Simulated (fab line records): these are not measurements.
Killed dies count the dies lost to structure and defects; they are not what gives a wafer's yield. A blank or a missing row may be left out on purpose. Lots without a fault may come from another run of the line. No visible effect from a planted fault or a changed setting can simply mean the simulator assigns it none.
fab line records	flow n5-finfet
record: lots: 7	wafers: 21
route steps=1938 shown GATE_CUT@492 MOL_CONTACT_COAG@599 BEOL_M0_SAQP@658 BEOL_M0_CUTY@713 BEOL_M0@721 BEOL_M1@753 BEOL_M2@848
start-h: the number of hours between the record's first day and the start of the first shown wafer of the lot	wait-h: hours since the lot's step before	" unchanged from the row above	L1.1+2: several wafers, shown together as one row	- no value present, or no start provided	* or withheld: withheld	< > ~ a bound
route shown NAME@n: NAME is a module with steps in the file, n the number in the route of the first one	usual: mean/standard deviation of fault-free wafers	same: alike in all rows	chamber/n: place in a boat	sites: each site's reading	_std_site: how widely they spread, as a standard deviation	_edge_site: inner sites' mean taken away from outer sites' mean	radius-mm: for every site, how far away it sits from the centre of the wafer	mask NAME#n: copy n	behind: the last tool/chamber to shape the wafer	hold: the reason the lot was held/the length of the hold in hours/how it ended	device: whichever transistor did not switch (one of n, p or np)	end of line: the same wafers' tests at the end of the route	a step without rows: its recipe alone	killed: dies lost to structure and defects at the first sort, not the wafer's yield	map: dies across one wafer; x = killed, . = not, _ = none there
set.NAME: the setting the step ran with; set.NAME@STEP: the setting that earlier step ran with	model.NAME: the simulator's own value behind a step, which no gauge read
lots run with intentionally changed settings; tables by step, rows by wafer
== steps ==
step: N5_GATE_CUT_ETCH_36
recipe: chemistry: CF4	target: SiARC	target-depth-a: 130	mask-material: CAR-EUV	time-s: 21.7	ion-energy-ev: 80	pressure-mtorr: 40	source-w: 545	bias-w: 36	Ar_flow_sccm: 100	cf4-flow-sccm: 100	ends: cleared
lot.wafer	tool	chamber	start-h	wait-h	set.cf4-flow-sccm
L075.1	rie-diel-03	3	88.77	0.0	100
L075.3+5	"	0,1	"	"	118.8
L076.1+2+4	rie-diel-01	3,2,1	94.18	0.0	100
L079.1+2	rie-diel-03	1,2	113.68	0.0	120.9
L079.4	"	0	"	"	100
L084.4+5+6	rie-diel-05	0,2,3	143.70	0.0	100
L088.1+2	rie-diel-01	0,1	168.19	0.0	100
L088.4	"	2	"	"	93.46
L094.1+5	rie-diel-03	3,1	202.83	0.0	118.4
L094.6	"	2	"	"	100
L096.1+6	rie-diel-01	2,0	215.52	0.0	100
L096.4	"	2	"	"	89.71
step: N5_GATE_CUT_ETCH_37
recipe: chemistry: N2/H2	target: SOC	target-depth-a: 600	overetch-a: 120	mask-material: SiARC	temp-c: 40	time-s: 90	ion-energy-ev: 200	pressure-mtorr: 30	source-w: 840	bias-w: 150	n2-flow-sccm: 200	h2-flow-sccm: 200
lot.wafer	tool	chamber	start-h	wait-h	set.dose-mj@GATE_CUT_EXPOSE_10	model.GATE_CUT.cd-nm
L075.1	rie-diel-03	3	88.80	0.0	40.26	18
L075.3	"	0	"	"	40.26	18.2
L075.5	"	1	"	"	43.25	20.4
L076.1	rie-diel-01	3	94.21	0.0	43.25	20
L076.2	"	2	"	"	43.25	19.8
L076.4	"	1	"	"	43.25	20.2
L079.1+4	rie-diel-03	1,0	113.71	0.0	45.52	21.2
L079.2	"	2	"	"	43.25	19.8
L084.4+5	rie-diel-05	0,2	143.73	0.0	43.25	20
L084.6	"	3	"	"	43.25	19.8
L088.1	rie-diel-01	0	168.22	0.0	43.25	20.2
L088.2+4	"	1,2	"	"	43.25	19.6
L094.1	rie-diel-03	3	202.85	0.0	43.25	19.8
L094.5	"	1	"	"	43.25	20.2
L094.6	"	2	"	"	41.26	19
L096.1	rie-diel-01	2	215.54	0.0	43.25	19.6
L096.4	"	2	"	"	41.69	19
L096.6	"	0	"	"	41.69	19.4
step: N5_GATE_CUT_STRIP_38
recipe: chemistry: N2/H2	temp-c: 40	n2-flow-sccm: 200	h2-flow-sccm: 200	rf-frequency-hz: 6e+07
step: N5_GATE_CUT_STRIP_39
recipe: chemistry: N2/H2	temp-c: 40	n2-flow-sccm: 200	h2-flow-sccm: 200	rf-frequency-hz: 6e+07
step: N5_GATE_CUT_CUT_ETCH_54
recipe: chemistry: Cl2/BCl3	target: TiN	mask-material: SiO2	target-depth-a: 967	pressure-mtorr: 10	icp-w: 1000	bias-w: 126	Cl2_flow_sccm: 53.25	bcl3-flow-sccm: 21.75	Ar_flow_sccm: 25	ends: cleared
step: N5_GATE_CUT_CUT_ETCH_55
recipe: chemistry: BCl3	target: HfO2	mask-material: SiO2	target-depth-a: 32	ion-energy-ev: 30	pressure-mtorr: 5	icp-w: 450	bias-w: 18	bcl3-flow-sccm: 80
step: N5_GATE_CUT_ETCH_47
recipe: chemistry: Cl2/BCl3	target: SiO2	target-depth-a: 100	pressure-mtorr: 10	icp-w: 1000	bias-w: 126	Cl2_flow_sccm: 53.25	bcl3-flow-sccm: 21.75	Ar_flow_sccm: 25
lot.wafer	tool	chamber	start-h	wait-h	set.dose-mj@GATE_CUT_EXPOSE_10	model.GATE_CUT.cd-nm
L075.1	rie-metal-01	1	89.41	0.1	40.26	19
L075.3	"	1	"	"	40.26	19.2
L075.5	"	1	"	"	43.25	21.4
L076.1	rie-metal-03	1	94.67	0.0	43.25	20.4
L076.2	"	0	"	"	43.25	20.2
L076.4	"	0	"	"	43.25	20.8
L079.1	rie-metal-02	1	114.17	0.0	45.52	21.4
L079.2	"	0	"	"	43.25	19.4
L079.4	"	0	"	"	45.52	20.6
L084.4	rie-metal-01	1	144.21	0.0	43.25	21
L084.5	"	1	"	"	43.25	20.6
L084.6	"	0	"	"	43.25	20.4
L088.1	rie-metal-03	1	168.73	0.0	43.25	20.8
L088.2+4	"	0,1	"	"	43.25	20.2
L094.1	rie-metal-03	1	203.31	0.0	43.25	20
L094.5	"	1	"	"	43.25	20.4
L094.6	"	0	"	"	41.26	19.2
L096.1	rie-metal-03	1	216.01	0.0	43.25	20.2
L096.4+6	"	1	"	"	41.69	19.8
step: N5_GATE_CUT_ALD_22
recipe: material: SiNx	target-thk-a: 160	temp-c: 400	ald-precursor-family: SiH2I2	ald-co-reactant: N2/H2-plasma	pulse-time-s: 1	ald-cycles: 320	purge-time-s: 2	co-reactant-purge-time-s: 2	pressure-torr: 2
lot.wafer	tool	chamber	start-h	wait-h	set.ald-cycles	model.SiNx_of_GATE_CUT_ALD_22.thk-nm
L075.1+5	ald-sin-01	3,2	90.53	0.7	334	16.6
L075.3	"	2	"	"	320	15.8
L076.1+2+4	ald-sin-01	2,3,0	95.86	0.9	320	16
L079.1+4	ald-sin-02	2,1	114.46	0.0	320	16
L079.2	"	0	"	"	320	16.2
L084.4+5	ald-sin-02	3,2	144.49	0.0	320	16
L084.6	"	1	"	"	271	13.6
L088.1	ald-sin-02	2	169.11	0.0	272	13.6
L088.2+4	"	1,0	"	"	320	16
L094.1+6	ald-sin-01	0,1	203.61	0.0	320	16
L094.5	"	2	"	"	320	15.8
L096.1+6	ald-sin-02	1,2	216.59	0.3	320	16
L096.4	"	3	"	"	358	18
step: N5_MOL_CONTACT_COAG_EXPOSE_37
recipe: mask-id: VD	na: 0.33	source-shape: annular	sigma-inner: 0.3	sigma-outer: 0.7	polarization: unpolarized	defocus-nm: 0	dose-mj: 62
lot.wafer	tool	chamber	start-h	wait-h	mask	set.dose-mj
L075.1	euv-scanner-02	0	103.71	-	VD#0	64.33
L075.3+5	"	0	"	"	VD#0	62
L076.1+2+4	euv-scanner-01	0	110.12	-	VD#0	62
L079.1	euv-scanner-02	0	129.28	-	VD#0	62
L079.2+4	"	0	"	"	VD#0	65.15
L084.4+6	euv-scanner-01	0	157.77	-	VD#0	59.84
L084.5	"	0	"	"	VD#0	62
L088.1+4	euv-scanner-01	0	185.51	-	VD#0	58.45
L088.2	"	0	"	"	VD#0	62
L094.1+6	euv-scanner-01	0	218.97	-	VD#0	62
L094.5	"	0	"	"	VD#0	57.77
L096.1+6	euv-scanner-01	0	230.47	-	VD#0	60.38
L096.4	"	0	"	"	VD#0	62
step: N5_MOL_CONTACT_COAG_PEB_38
recipe: peb-temp-c: 100	peb-time-s: 60	resist: CAR-EUV
step: N5_MOL_CONTACT_COAG_DEVELOP_39
recipe: develop-time-s: 30	developer: TMAH	resist: CAR-EUV	rinse-liquid: surfactant-rinse	dry: air-spin	dev-temp-c: 23
step: N5_MOL_CONTACT_COAG_CD_MEAS_40
recipe: target-cd-nm: 25.1	landing-energy-ev: 500	detector: se-inlens	polarity: opening
usual: cd-nm: 25.26/0.26
lot.wafer	tool	chamber	start-h	wait-h	set.dose-mj@MOL_CONTACT_COAG_EXPOSE_37	cd-nm
L075.1	cd-sem-02	0	103.86	-	64.33	26.24
L075.3	"	0	"	"	62	25.45
L075.5	"	0	"	"	62	25.42
L076.1	cd-sem-02	0	110.27	-	62	24.92
L076.2	"	0	"	"	62	25.44
L076.4	"	0	"	"	62	25.32
L079.1	cd-sem-02	0	129.42	-	62	24.83
L079.2	"	0	"	"	65.15	26.29
L079.4	"	0	"	"	65.15	26.21
L084.4	cd-sem-02	0	157.89	-	59.84	24.46
L084.5	"	0	"	"	62	24.69
L084.6	"	0	"	"	59.84	24.60
L088.1	cd-sem-02	0	185.65	-	58.45	24.30
L088.2	"	0	"	"	62	25.33
L088.4	"	0	"	"	58.45	24.51
L094.1	cd-sem-02	0	219.11	-	62	24.93
L094.5	"	0	"	"	57.77	23.75
L094.6	"	0	"	"	62	25.14
L096.1	cd-sem-01	0	230.61	-	60.38	24.58
L096.4	"	0	"	"	62	25.33
L096.6	"	0	"	"	60.38	24.57
step: N5_MOL_CONTACT_COAG_ETCH_67
recipe: chemistry: N2/H2	target: SOC	target-depth-a: 600	overetch-a: 210	mask-material: SiARC	temp-c: 40	time-s: 101.2	ion-energy-ev: 200	pressure-mtorr: 30	source-w: 840	bias-w: 150	n2-flow-sccm: 200	h2-flow-sccm: 200
usual: rf-vpp-V: 523.7/2.4
lot.wafer	tool	chamber	start-h	wait-h	set.source-w	rf-vpp-V
L075.1	rie-diel-04	1	104.42	0.0	704.7	555.5
L075.3	"	0	"	"	704.7	553.6
L075.5	"	3	"	"	840	524.2
L076.1	rie-diel-06	0	110.75	0.0	840	525.7
L076.2	"	3	"	"	840	524.2
L076.4	"	3	"	"	840	522.4
L079.1	rie-diel-04	1	129.90	0.0	840	525.6
L079.2	"	3	"	"	899.2	510.4
L079.4	"	0	"	"	840	521.6
L084.4	rie-diel-02	0	158.36	0.0	840	526.6
L084.5	"	2	"	"	840	524.7
L084.6	"	1	"	"	894	516.1
L088.1	rie-diel-06	3	186.21	0.0	784.8	533.1
L088.2	"	0	"	"	784.8	536.9
L088.4	"	0	"	"	840	524.9
L094.1	rie-diel-02	3	219.70	0.0	840	528.0
L094.5	"	1	"	"	909.2	512.1
L094.6	"	0	"	"	840	524.8
L096.1	rie-diel-06	1	231.16	0.0	946.9	505.0
L096.4	"	2	"	"	946.9	499.2
L096.6	"	1	"	"	840	524.4
step: N5_BEOL_M0_SAQP_MANDREL_ETCH_20
recipe: target-depth-a: 600	chemistry: HBr/Cl2	target: a-Si	stop-on: SiNx	bt-time-s: 10	mask-material: SOC	over-etch-frac: 0.5	time-s: 30	pressure-mtorr: 10	icp-w: 800	bias-w: 75	HBr_flow_sccm: 150	Cl2_flow_sccm: 80	ends: end-point
lot.wafer	tool	chamber	start-h	wait-h	set.bias-w	model.SOC_of_BEOL_M0_SAQP_COAT_81.thk-nm
L075.1	rie-si-06	1	111.73	0.0	66.67	77
L075.3+5	"	0	"	"	75	75.8
L076.1	rie-si-06	0	117.59	0.0	75	75.8
L076.2	"	3	"	"	75	76.8
L076.4	"	1	"	"	75	76.2
L079.1	rie-si-01	2	137.74	0.0	64.49	77.2
L079.2	"	3	"	"	64.49	77.6
L079.4	"	0	"	"	75	75.8
L084.4+6	rie-si-02	1,0	164.65	0.0	75	76.4
L084.5	"	3	"	"	75	76.8
L088.1	rie-si-06	2	193.67	0.0	69.59	77
L088.2	"	0	"	"	75	75.4
L088.4	"	1	"	"	75	75.6
L094.1	rie-si-02	2	226.27	0.0	79.68	76
L094.5	"	3	"	"	79.68	75.6
L094.6	"	2	"	"	79.68	75.8
L096.1	rie-si-01	2	237.53	0.0	75	75.4
L096.4	"	1	"	"	75	76.4
L096.6	"	2	"	"	85.8	74
step: N5_BEOL_M0_CUTY_ETCH_63
recipe: chemistry: N2/H2	target: SOC	target-depth-a: 827	overetch-a: 165	mask-material: SiARC	temp-c: 40	ion-energy-ev: 200	time-s: 124	pressure-mtorr: 30	source-w: 840	bias-w: 150	n2-flow-sccm: 200	h2-flow-sccm: 200
usual: rf-vpp-V: 523.5/2.5
lot.wafer	tool	chamber	start-h	wait-h	set.source-w	rf-vpp-V
L075.1	rie-diel-02	2	118.70	0.0	690.1	558.4
L075.3	"	1	"	"	840	525.9
L075.5	"	0	"	"	690.1	559.7
L076.1	rie-diel-04	0	122.96	0.0	840	521.5
L076.2	"	1	"	"	840	525.6
L076.4	"	3	"	"	840	523.8
L079.1	rie-diel-04	1	143.71	0.0	840	524.4
L079.2	"	2	"	"	914.3	506.9
L079.4	"	3	"	"	840	522.7
L084.4	rie-diel-02	3	169.85	0.1	840	528.5
L084.5	"	2	"	"	840	522.8
L084.6	"	0	"	"	769.3	540.9
L088.1	rie-diel-04	1	199.86	0.0	840	523.5
L088.2	"	3	"	"	840	522.8
L088.4	"	2	"	"	840	521.6
L094.1	rie-diel-04	2	233.25	0.0	788.7	532.6
L094.5	"	2	"	"	840	519.2
L094.6	"	3	"	"	840	521.7
L096.1	rie-diel-06	0	244.33	0.0	840	525.4
L096.4	"	0	"	"	840	525.8
L096.6	"	2	"	"	840	519.0
step: N5_BEOL_M0_TRENCH_ETCH_107
recipe: chemistry: C4F6/O2	target-depth-a: 328	target: SiOC	time-s: 16.4	ion-energy-ev: 250	pressure-mtorr: 30	source-w: 355	bias-w: 185	Ar_flow_sccm: 300	C4F6_flow_sccm: 10	O2_flow_sccm: 10
lot.wafer	tool	chamber	start-h	wait-h	set.target-depth-a	model.BEOL_M0.feature-depth-nm
L075.1	rie-diel-06	2	120.83	0.0	328	32.8
L075.3	"	0	"	"	316.6	31.6
L075.5	"	0	"	"	316.6	31.8
L076.1+4	rie-diel-02	0,3	124.27	0.0	328	33.2
L076.2	"	1	"	"	328	32.8
L079.1	rie-diel-02	3	144.56	0.0	348.6	35.2
L079.2	"	2	"	"	348.6	34
L079.4	"	0	"	"	328	33.2
L084.4	rie-diel-06	3	171.83	0.0	328	31.8
L084.5	"	2	"	"	357.9	35.4
L084.6	"	0	"	"	357.9	35.8
L088.1	rie-diel-06	2	205.65	0.0	328	32.4
L088.2+4	"	3,1	"	"	344.2	33.6
L094.1	rie-diel-06	3	234.26	0.0	328	33
L094.5	"	0	"	"	328	34.6
L094.6	"	2	"	"	351.3	35.2
L096.1	rie-diel-02	0	245.89	0.0	328	33
L096.4	"	3	"	"	328	32.6
L096.6	"	3	"	"	328	32.8
step: N5_BEOL_M0_STRIP_142
recipe: chemistry: N2/H2	time-s: 10	power-w: 450	temp-c: 40	pressure-mtorr: 20	rf-frequency-hz: 6e+07	bias-power-w: 7	n2-flow-sccm: 200	h2-flow-sccm: 200
step: N5_BEOL_M0_OCD_MEAS_108
usual: trench-depth-nm: 32.8/0.64
lot.wafer	tool	chamber	start-h	wait-h	set.target-depth-a@BEOL_M0_TRENCH_ETCH_107	trench-depth-nm
L075.1	ocd-02	-	120.93	0.1	328	32.4
L075.3	"	-	"	"	316.6	31.7
L075.5	"	-	"	"	316.6	31.5
L076.1	ocd-01	-	124.37	0.1	328	33.0
L076.2	"	-	"	"	328	32.7
L076.4	"	-	"	"	328	33.0
L079.1	ocd-01	-	144.66	0.1	348.6	35.6
L079.2	"	-	"	"	348.6	33.9
L079.4	"	-	"	"	328	33.5
L084.4	ocd-01	-	171.93	0.0	328	32.0
L084.5	"	-	"	"	357.9	35.8
L084.6	"	-	"	"	357.9	36.0
L088.1	ocd-02	-	205.76	0.1	328	32.3
L088.2	"	-	"	"	344.2	33.7
L088.4	"	-	"	"	344.2	33.8
L094.1	ocd-02	-	234.36	0.1	328	32.9
L094.5	"	-	"	"	328	34.3
L094.6	"	-	"	"	351.3	35.5
L096.1	ocd-01	-	246.00	0.1	328	33.2
L096.4	"	-	"	"	328	32.8
L096.6	"	-	"	"	328	32.6
step: N5_BEOL_M1_PECVD_72
recipe: material: SiO2	target-thk-a: 160	temp-c: 400	precursor: TEOS/O2	pressure-torr: 5.5	rf-w: 450	teos-flow-sccm: 53.8	gas: O2	flow-sccm: 3000	time-s: 18
lot.wafer	tool	chamber	start-h	wait-h	set.time-s	model.SiO2_of_BEOL_M1_PECVD_72.thk-nm
L075.1	pecvd-03	0	124.02	0.0	18	16
L075.3	"	1	"	"	18.68	16.8
L075.5	"	1	"	"	18	16.2
L076.1+2	pecvd-03	1,2	127.83	0.0	18	16
L076.4	"	2	"	"	18	16.2
L079.1+2	pecvd-01	0,2	149.60	0.0	19.8	17.4
L079.4	"	2	"	"	18	16
L084.4	pecvd-01	1	174.62	0.1	16.87	14.8
L084.5	"	2	"	"	16.87	15
L084.6	"	0	"	"	18	15.4
L088.1+4	pecvd-04	0,1	210.72	0.0	15.7	13.8
L088.2	"	1	"	"	18	15.8
L094.1	pecvd-01	0	238.20	0.0	20.32	17.2
L094.5	"	1	"	"	18	16
L094.6	"	0	"	"	20.32	17.6
L096.1	pecvd-03	2	250.26	0.0	18	16
L096.4	"	1	"	"	18	16.2
L096.6	"	2	"	"	16.61	15
step: N5_BEOL_M1_HM_DEP_02
recipe: material: TiN	target-thk-a: 200	temp-c: 25	chamber-pressure-pa: 0.49996
lot.wafer	tool	chamber	start-h	wait-h	set.target-thk-a	model.TiN_of_BEOL_M1_HM_DEP_02.thk-nm
L075.1	pvd-sputter-02	-	124.66	0.6	207.1	20.8
L075.3	"	-	"	"	200	20
L075.5	"	-	"	"	207.1	20.6
L076.1+4	pvd-sputter-02	-	130.18	2.3	200	19.8
L076.2	"	-	"	"	200	20.2
L079.1+4	pvd-sputter-03	-	151.16	1.5	200	20.2
L079.2	"	-	"	"	209.8	21.2
L084.4	pvd-sputter-02	-	175.87	1.2	200	20
L084.5	"	-	"	"	219.9	22.2
L084.6	"	-	"	"	219.9	21.8
L088.1	pvd-sputter-03	-	211.82	1.1	200	19.4
L088.2	"	-	"	"	200	20
L088.4	"	-	"	"	223.2	22.2
L094.1	pvd-sputter-01	-	238.37	0.2	200	20
L094.5	"	-	"	"	175.8	17.6
L094.6	"	-	"	"	175.8	17.4
L096.1+6	pvd-sputter-03	-	250.75	0.5	200	20
L096.4	"	-	"	"	200	20.2
step: N5_BEOL_M1_COAT_61
recipe: resist: SOC	temp-c: 250	time-s: 60	spin-rpm: 1500	resist-thk-nm: 60
step: N5_BEOL_M1_COAT_62
recipe: resist: SiARC	temp-c: 220	time-s: 60	spin-rpm: 1500	resist-thk-nm: 12
step: N5_BEOL_M1_STRIP_75
recipe: chemistry: N2/H2	temp-c: 40	n2-flow-sccm: 200	h2-flow-sccm: 200	rf-frequency-hz: 6e+07
step: N5_BEOL_M1_STRIP_66
recipe: chemistry: CF4	resist: SiARC	power-w: 300	bias-power-w: 75	pressure-mtorr: 50	cf4-flow-sccm: 150	rf-frequency-hz: 6e+07
step: N5_BEOL_M1_HM_OPEN_17
recipe: chemistry: Cl2/BCl3	target-depth-a: 200	overetch-a: 60	target: TiN	mask-material: SOC	ion-energy-ev: 150	pressure-mtorr: 10	icp-w: 1000	bias-w: 126	Cl2_flow_sccm: 53.25	bcl3-flow-sccm: 21.75	Ar_flow_sccm: 25
lot.wafer	tool	chamber	start-h	wait-h	set.target-thk-a@BEOL_M1_HM_DEP_02	model.etch.depth-nm
L075.1	rie-metal-01	1	125.43	0.0	207.1	20.76
L075.3	"	0	"	"	200	19.93
L075.5	"	0	"	"	207.1	20.69
L076.1	rie-metal-02	0	130.94	0.0	200	19.8
L076.2	"	1	"	"	200	20.17
L076.4	"	1	"	"	200	19.84
L079.1	rie-metal-03	0	152.05	0.0	200	20.23
L079.2	"	1	"	"	209.8	21.22
L079.4	"	1	"	"	200	20.24
L084.4	rie-metal-01	0	176.66	0.1	200	19.93
L084.5	"	1	"	"	219.9	22.18
L084.6	"	0	"	"	219.9	21.8
L088.1	rie-metal-01	1	212.71	0.0	200	19.39
L088.2	"	0	"	"	200	19.93
L088.4	"	1	"	"	223.2	22.12
L094.1	rie-metal-02	1	239.18	0.0	200	19.94
L094.5	"	1	"	"	175.8	17.54
L094.6	"	0	"	"	175.8	17.42
L096.1	rie-metal-02	1	251.72	0.0	200	19.97
L096.4	"	1	"	"	200	20.13
L096.6	"	0	"	"	200	19.95
step: N5_BEOL_M1_STRIP_19
recipe: chemistry: O2	power-w: 400	temp-c: 40	pressure-mtorr: 30	rf-frequency-hz: 6e+07	bias-power-w: 0	overash-fraction: 0.2	o2-flow-sccm: 225
step: N5_BEOL_M1_STRIP_83
recipe: chemistry: C4F6/O2	resist: SiARC	rf-frequency-hz: 6e+07
step: N5_BEOL_M1_STRIP_36
recipe: chemistry: N2/H2	power-w: 450	temp-c: 40	pressure-mtorr: 20	rf-frequency-hz: 6e+07	overash-fraction: 0.3	bias-power-w: 7	h2-frac: 0.5	n2-flow-sccm: 200	h2-flow-sccm: 200
step: N5_BEOL_M1_TRENCH_ETCH_37
recipe: chemistry: C4F6/O2	target-depth-a: 552.07	target: SiOC	time-s: 29	ion-energy-ev: 250	pressure-mtorr: 30	source-w: 355	bias-w: 185	Ar_flow_sccm: 300	C4F6_flow_sccm: 10	O2_flow_sccm: 10
lot.wafer	tool	chamber	start-h	wait-h	set.target-thk-a@BEOL_M1_HM_DEP_02	model.TiN_of_BEOL_M1_HM_DEP_02.thk-nm
L075.1+5	rie-diel-03	0,1	-	-	207.1	18.4
L075.3	"	3	"	"	200	17.6
L076.1	rie-diel-01	1	-	-	200	17.4
L076.2	"	3	"	"	200	17.8
L076.4	"	2	"	"	200	17.6
L079.1	rie-diel-03	2	-	-	200	18
L079.2	"	0	"	"	209.8	19
L079.4	"	1	"	"	200	17.8
L084.4	rie-diel-03	3	-	-	200	17.6
L084.5	"	1	"	"	219.9	19.8
L084.6	"	2	"	"	219.9	19.4
L088.1	rie-diel-01	2	-	-	200	17.2
L088.2	"	1	"	"	200	17.6
L088.4	"	2	"	"	223.2	19.8
L094.1	rie-diel-03	0	-	-	200	17.6
L094.5+6	"	0,1	"	"	175.8	15.2
L096.1+6	rie-diel-01	0,2	-	-	200	17.6
L096.4	"	1	"	"	200	17.8
step: N5_BEOL_M2_COAT_05
recipe: resist: CAR-EUV	spin-rpm: 1500	resist-thk-nm: 30
lot.wafer	tool	chamber	start-h	wait-h	set.spin-rpm	model.CAR-EUV_of_BEOL_M2_COAT_05.thk-nm
L075.1+3	litho-track-03	0	-	-	1500	30
L075.5	"	0	"	"	1500	30.2
L076.1+2+4	litho-track-03	0	-	-	1500	30
L079.1	litho-track-02	0	-	-	1624	28.8
L079.2+4	"	0	"	"	1500	30
L084.4+5+6	litho-track-01	0	-	-	1500	30.2
L088.1+4	litho-track-03	0	-	-	1500	30
L088.2	"	0	"	"	1614	29
L094.1+6	litho-track-02	0	-	-	1579	29.4
L094.5	"	0	"	"	1500	30.2
L096.1	litho-track-02	0	-	-	1500	30
L096.4+6	"	0	"	"	1500	29.8
== key ==
split: step: N5_GATE_CUT_ETCH_36	setting: cf4-flow-sccm	stated: 100	by: wafer
response none clear
split: step: N5_GATE_CUT_ALD_22	setting: ald-cycles	stated: 320	by: wafer
response: step: N5_GATE_CUT_ALD_22	reading: model.SiNx_of_GATE_CUT_ALD_22.thk-nm	change: +0.161	per: 1%	r: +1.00
split: step: N5_MOL_CONTACT_COAG_EXPOSE_37	setting: dose-mj	stated: 62	by: wafer
response: step: N5_MOL_CONTACT_COAG_CD_MEAS_40	reading: cd-nm	change: +0.194	per: 1%	r: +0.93
split: step: N5_MOL_CONTACT_COAG_ETCH_67	setting: source-w	stated: 840	by: wafer
response: step: N5_MOL_CONTACT_COAG_ETCH_67	reading: rf-vpp-V	change: -1.78	per: 1%	r: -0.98
split: step: N5_BEOL_M0_SAQP_MANDREL_ETCH_20	setting: bias-w	stated: 75	by: wafer
response: step: N5_BEOL_M0_SAQP_MANDREL_ETCH_20	reading: model.SOC_of_BEOL_M0_SAQP_COAT_81.thk-nm	change: -0.128	per: 1%	r: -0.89
split: step: N5_BEOL_M0_CUTY_ETCH_63	setting: source-w	stated: 840	by: wafer
response: step: N5_BEOL_M0_CUTY_ETCH_63	reading: rf-vpp-V	change: -1.87	per: 1%	r: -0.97
split: step: N5_BEOL_M0_TRENCH_ETCH_107	setting: target-depth-a	stated: 328	by: wafer
response: step: N5_BEOL_M0_TRENCH_ETCH_107	reading: model.BEOL_M0.feature-depth-nm	change: +0.301	per: 1%	r: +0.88
response: step: N5_BEOL_M0_OCD_MEAS_108	reading: trench-depth-nm	change: +0.319	per: 1%	r: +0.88
split: step: N5_BEOL_M1_PECVD_72	setting: time-s	stated: 18	by: wafer
response: step: N5_BEOL_M1_PECVD_72	reading: model.SiO2_of_BEOL_M1_PECVD_72.thk-nm	change: +0.132	per: 1%	r: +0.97
split: step: N5_BEOL_M1_HM_DEP_02	setting: target-thk-a	stated: 200	by: wafer
response: step: N5_BEOL_M1_HM_DEP_02	reading: model.TiN_of_BEOL_M1_HM_DEP_02.thk-nm	change: +0.208	per: 1%	r: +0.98
response: step: N5_BEOL_M1_HM_OPEN_17	reading: model.etch.depth-nm	change: +0.208	per: 1%	r: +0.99
response: step: N5_BEOL_M1_TRENCH_ETCH_37	reading: model.TiN_of_BEOL_M1_HM_DEP_02.thk-nm	change: +0.204	per: 1%	r: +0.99
split: step: N5_BEOL_M2_COAT_05	setting: spin-rpm	stated: 1500	by: wafer
response: step: N5_BEOL_M2_COAT_05	reading: model.CAR-EUV_of_BEOL_M2_COAT_05.thk-nm	change: -0.141	per: 1%	r: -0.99
split outside-this-file step=N5_GATE_CUT_EXPOSE_10 setting=dose-mj
split outside-this-file: this setting was split too, and the file shows its column; the key of that split is in another file
